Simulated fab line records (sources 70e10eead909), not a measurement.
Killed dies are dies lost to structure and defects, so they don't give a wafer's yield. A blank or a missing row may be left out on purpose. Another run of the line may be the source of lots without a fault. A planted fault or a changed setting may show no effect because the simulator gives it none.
Matching of chambers -- flow nandHarc -- NHARC_A_BLC_ALD_23 on aldMetal-01 has 4 sister chambers
The step deposits TiN, target thk 3 nm, pulse time 1 s, ald cycles 150. 4 wafers are shown with their chamber, then 10 later ones without.

## EACH WAFER AND ITS CHAMBER
wafer,chamber,heaterPowerW (W)
L083.5,3,1322
L083.6,0,1076
L086.1,2,1164
L086.2,1,989

## WAFERS WITH NO CHAMBER GIVEN
wafer,heaterPowerW (W)
L086.6,1192
L086.3,1278
L086.4,1331
L086.5,999
L087.2,1186
L087.4,1113
L087.5,992
L089.1,987
L089.2,1166
L089.3,1282

## THE CHAMBER EACH PASSED THROUGH
wafer,from the rows above,in truth
L086.6,2,2
L086.3,3,3
L086.4,3,3
L086.5,1,1
L087.2,2,2
L087.4,can't be placed: 0 or 2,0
L087.5,1,1
L089.1,1,1
L089.2,2,2
L089.3,3,3
Correct placement for 9 of the 10. Unplaceable from these rows: 1, with the true chamber sitting among the candidates in 1. Wrongly placed: 0.
How it was worked out, from the rows above alone: a wafer's distance from a chamber is the root of the sum, over the readings, of the square of ((its reading less the chamber's mean) divided by the reading's scatter). The wafer belongs to the nearest chamber; if the next one is less than 2 further off, it can't be placed. A chamber's mean is the mean of its shown wafers. The scatter: root of mean squared gap, hidden wafer to nearest shown wafer, with one shown wafer a chamber.
